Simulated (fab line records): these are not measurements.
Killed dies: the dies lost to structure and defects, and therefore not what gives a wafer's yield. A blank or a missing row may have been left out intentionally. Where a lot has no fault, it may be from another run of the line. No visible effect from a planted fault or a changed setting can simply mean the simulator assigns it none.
Split-lot experiment -- flow n5_finfet -- 21 wafers read from 7 lots, route of 1938 steps

== SPLIT DETAILS ==
At N5_BEOL_M5_COAT_05 (resist thk 30 nm), the setting spin_rpm was moved away from the recipe's 1500 rpm on 9 of the 21 wafers read, by -4.2% to +9.9%. This setting was run at the recipe's value on the other wafers.

== FROM THE SPLIT TO THE READING: what the file shows between them, 4 steps ==
- N5_BEOL_M5_EBR_07
- N5_BEOL_M5_SOFTBAKE_06: time 60 s
- N5_BEOL_M5_EXPOSE_08: exposes mask M5, target cd 28 nm
- N5_BEOL_M5_PEB_09: peb time 60 s

== THE READING ==
CAR-EUV_of_BEOL_M5_COAT_05.thk_nm (the simulator's own value, which no gauge read), in nm, at N5_BEOL_M5_DEVELOP_10 (develop time 30 s). The file does not state a usual value for it. Average 29.5 nm, standard deviation 0.094 nm, over the 12 wafers here run with the recipe.

wafer,"tool, chamber at the split","spin_rpm as run, rpm",against the recipe,"CAR-EUV_of_BEOL_M5_COAT_05.thk_nm, nm",against lot-mates on the recipe
L076.1,"litho_track-01, 0",1500,recipe,29.4,-
L076.3,"litho_track-01, 0",1500,recipe,29.4,-
L076.4,"litho_track-01, 0",1500,recipe,29.4,-
L086.2,"litho_track-01, 0",1500,recipe,29.6,-
L086.3,"litho_track-01, 0",1500,recipe,29.6,-
L086.4,"litho_track-01, 0",1626,+8.4%,28.4,-1.2
L087.1,"litho_track-01, 0",1500,recipe,29.4,-
L087.6,"litho_track-01, 0",1500,recipe,29.4,-
L087.2,"litho_track-01, 0",1582,+5.5%,28.6,-0.8
L089.1,"litho_track-03, 0",1648,+9.9%,28,-1.6
L089.4,"litho_track-03, 0",1500,recipe,29.6,-
L089.5,"litho_track-03, 0",1500,recipe,29.6,-
L090.2,"litho_track-03, 0",1500,recipe,29.4,-
L090.4,"litho_track-03, 0",1437,-4.2%,30,+0.6
L090.5,"litho_track-03, 0",1437,-4.2%,30,+0.6
L092.2,"litho_track-02, 0",1629,+8.6%,28.2,-1.2
L092.4,"litho_track-02, 0",1629,+8.6%,28.2,-1.2
L092.3,"litho_track-02, 0",1500,recipe,29.4,-
L094.1,"litho_track-01, 0",1500,recipe,29.4,-
L094.5,"litho_track-01, 0",1631,+8.7%,28.2,-1.2
L094.6,"litho_track-01, 0",1631,+8.7%,28.2,-1.2

FIT RESULTS
A straight line over all 21 wafers: CAR-EUV_of_BEOL_M5_COAT_05.thk_nm changes by -0.142 nm for each +1% of spin_rpm; r = -0.99; the points scatter about the line by 0.087 nm.
The same after taking each lot's own level away (the mean of its wafers on the recipe; 21 wafers): -0.144 nm for each +1%; r = -1.00; scatter 0.047 nm.
According to that fit, moving spin_rpm by its largest amount changes the reading by 1.4 nm.
Measured against the standard deviation above, the lots' own levels, which go from 29.40 to 29.60 nm, span 2.1 times it.
Consequently the slope shifts little with the lot-to-lot level, the two slopes agreeing.
Check: for one of the wafers moved furthest among these (+9.9%), held out of the fit, the line's prediction against its lot-mates is -1.38 nm. Against them it came out at -1.6 nm.

== ADDITIONAL SPLITS CARRIED BY THESE WAFERS ==
Before the reading, these wafers also passed through other splits. Each is held against what the fit with the lots' levels taken away leaves over:
other split on the same wafers,wafers away from the commonest value,r with CAR-EUV_of_BEOL_M5_COAT_05.thk_nm (lot level and that fit taken away)
N5_BEOL_M0_CUTY_COAT_51 spin_rpm,4,-0.17
N5_BEOL_M0_CUTY_DESCUM_61 time_s,7,+0.19
N5_BEOL_M1_PECVD_72 time_s,11,+0.26
N5_BEOL_M1_HM_DEP_02 target_thk_a,5,+0.08
N5_BEOL_M1_TRENCH_ETCH_37 bias_w,4,+0.07
N5_BEOL_M2_ETCH_70 source_w,4,-0.11
N5_BEOL_M2_VIA_ETCH_34 time_s,7,+0.28
N5_BEOL_M2_DEP_57 time_s,8,+0.05
N5_BEOL_M3_PECVD_72 time_s,9,-0.05
N5_BEOL_M3_DEP_57 time_s,8,-0.04
N5_BEOL_M5_COAT_71 spin_rpm,4,-0.41

== THE WHOLE CHAIN: every reading that the file lists as answering this split, in the file's order ==
step,what it does,reading,change (the file's fit),r (the file's)
N5_BEOL_M5_COAT_05,resist thk 30 nm,"CAR-EUV_of_BEOL_M5_COAT_05.thk_nm (the simulator's own value, which no gauge read)",-0.135 nm for each +1% of the setting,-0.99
N5_BEOL_M5_DEVELOP_10,develop time 30 s,"CAR-EUV_of_BEOL_M5_COAT_05.thk_nm (the simulator's own value, which no gauge read)",-0.146 nm for each +1% of the setting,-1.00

== FILE'S OWN FIT ==
CAR-EUV_of_BEOL_M5_COAT_05.thk_nm changes by -0.146 nm for each +1% of spin_rpm, r = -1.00.
